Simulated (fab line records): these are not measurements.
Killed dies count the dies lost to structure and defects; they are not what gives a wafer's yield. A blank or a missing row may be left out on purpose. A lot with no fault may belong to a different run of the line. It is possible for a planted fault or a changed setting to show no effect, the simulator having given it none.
Which of the tools did it? || flow n5_finfet || 33 wafers from 11 lots sampled at 4 of the route's 1938 steps

WHAT THE GAUGES SHOWED, per wafer
N5_BEOL_M11_THK_MEAS_53: measures by xrf.
{"lot": "L150", "measured": "day 10 16:58", "on": "film_metro-01", "M11_THK (nm)": "144.5 147.5 145.3"}
{"lot": "L152", "measured": "day 11 12:03", "on": "film_metro-01", "M11_THK (nm)": "143.6 141.9 144.2"}
{"lot": "L158", "measured": "day 12 13:31", "on": "film_metro-02", "M11_THK (nm)": "148.3 144.9 143.9"}
{"lot": "L157", "measured": "day 12 16:37", "on": "film_metro-02", "M11_THK (nm)": "146.1 143.9 141.9"}
{"lot": "L161", "measured": "day 13 09:43", "on": "film_metro-01", "M11_THK (nm)": "141.3 139.7 137.1"}
{"lot": "L162", "measured": "day 13 17:25", "on": "film_metro-02", "M11_THK (nm)": "141.6 142.2 140.8"}
{"lot": "L164", "measured": "day 14 01:58", "on": "film_metro-02", "M11_THK (nm)": "140.4 138.9 143.4"}
{"lot": "L169", "measured": "day 15 05:41", "on": "film_metro-02", "M11_THK (nm)": "142.3 142.7 142.2"}
{"lot": "L170", "measured": "day 15 23:55", "on": "film_metro-02", "M11_THK (nm)": "142.6 140.0 140.9"}
{"lot": "L172", "measured": "day 16 10:32", "on": "film_metro-01", "M11_THK (nm)": "141.8 143.3 143.1"}
{"lot": "L173", "measured": "day 16 15:17", "on": "film_metro-02", "M11_THK (nm)": "146.1 141.7 145.6"}

WHAT TOOL EACH LOT RAN ON (gives the tool, then ch and the chambers of the sampled wafers, and finally the start)
{"lot": "L150", "N5_BEOL_M11_STRIP_19": "rie_diel-02 ch 2,3, day 10 13:02", "N5_BEOL_M11_ECD_50": "ecd_cu-01 ch 0,1, day 10 15:43", "N5_BEOL_M11_CMP_52": "cmp-03 ch 0,2,3, day 10 16:43"}
{"lot": "L152", "N5_BEOL_M11_STRIP_19": "rie_diel-02 ch 2,3, day 11 03:23", "N5_BEOL_M11_ECD_50": "ecd_cu-01 ch 0,1, day 11 11:08", "N5_BEOL_M11_CMP_52": "cmp-03 ch 0,1,3, day 11 11:52"}
{"lot": "L158", "N5_BEOL_M11_STRIP_19": "rie_diel-03 ch 0,3, day 12 08:02", "N5_BEOL_M11_ECD_50": "ecd_cu-01 ch 0,1, day 12 12:22", "N5_BEOL_M11_CMP_52": "cmp-03 ch 0,2, day 12 13:16"}
{"lot": "L157", "N5_BEOL_M11_STRIP_19": "rie_diel-03 ch 1,2,3, day 12 11:55", "N5_BEOL_M11_ECD_50": "ecd_cu-02 ch 0,1, day 12 15:49", "N5_BEOL_M11_CMP_52": "cmp-04 ch 0,1,2, day 12 16:24"}
{"lot": "L161", "N5_BEOL_M11_STRIP_19": "rie_diel-03 ch 0,1,3, day 13 05:52", "N5_BEOL_M11_ECD_50": "ecd_cu-02 ch 0,1, day 13 09:02", "N5_BEOL_M11_CMP_52": "cmp-03 ch 1,2, day 13 09:27"}
{"lot": "L162", "N5_BEOL_M11_STRIP_19": "rie_diel-03 ch 1,2,3, day 13 13:01", "N5_BEOL_M11_ECD_50": "ecd_cu-02 ch 0,1, day 13 16:22", "N5_BEOL_M11_CMP_52": "cmp-04 ch 1,2,3, day 13 17:12"}
{"lot": "L164", "N5_BEOL_M11_STRIP_19": "rie_diel-02 ch 0,3, day 13 20:53", "N5_BEOL_M11_ECD_50": "ecd_cu-02 ch 0,1, day 14 01:02", "N5_BEOL_M11_CMP_52": "cmp-04 ch 0,2,3, day 14 01:44"}
{"lot": "L169", "N5_BEOL_M11_STRIP_19": "rie_diel-02 ch 0,3, day 15 01:39", "N5_BEOL_M11_ECD_50": "ecd_cu-01 ch 0,1, day 15 04:44", "N5_BEOL_M11_CMP_52": "cmp-03 ch 2,3, day 15 05:23"}
{"lot": "L170", "N5_BEOL_M11_STRIP_19": "rie_diel-03 ch 0,3, day 15 20:29", "N5_BEOL_M11_ECD_50": "ecd_cu-01 ch 0,1, day 15 23:13", "N5_BEOL_M11_CMP_52": "cmp-04 ch 0,1,3, day 15 23:38"}
{"lot": "L172", "N5_BEOL_M11_STRIP_19": "rie_diel-02 ch 0,3, day 16 04:14", "N5_BEOL_M11_ECD_50": "ecd_cu-01 ch 0,1, day 16 09:50", "N5_BEOL_M11_CMP_52": "cmp-03 ch 1,3, day 16 10:16"}
{"lot": "L173", "N5_BEOL_M11_STRIP_19": "rie_diel-03 ch 0,1, day 16 10:35", "N5_BEOL_M11_ECD_50": "ecd_cu-01 ch 0,1, day 16 14:37", "N5_BEOL_M11_CMP_52": "cmp-02 ch 0,1,2, day 16 15:00"}
- N5_BEOL_M11_STRIP_19: strips in O2.
- N5_BEOL_M11_ECD_50: material Cu, target thk 318 nm.
- N5_BEOL_M11_CMP_52: polishes, stops on SiCOH lowk, t overpolish 7 s, target thk 140 nm.

THE ANSWER, worked out from the rows above alone
Rule: the usual values come from the lots themselves. The widest of any qualifying gaps counts: lots, ordered by their means at a reading, are off when they make up no more than a third of the lots, leave a main group of 4 or more, and stand apart from it by 3 or more times the standard deviation of that group's means. A main group is skipped when, at the precision printed for the reading in the tables above, its means are all equal. Also off: a lot with no number at a reading for which 4 or more lots have one. The other lots that the step has rows for count as sound.
None of the lots is off at any reading shown; this tells nothing.

WHAT WAS PUT IN BY THE SIMULATOR
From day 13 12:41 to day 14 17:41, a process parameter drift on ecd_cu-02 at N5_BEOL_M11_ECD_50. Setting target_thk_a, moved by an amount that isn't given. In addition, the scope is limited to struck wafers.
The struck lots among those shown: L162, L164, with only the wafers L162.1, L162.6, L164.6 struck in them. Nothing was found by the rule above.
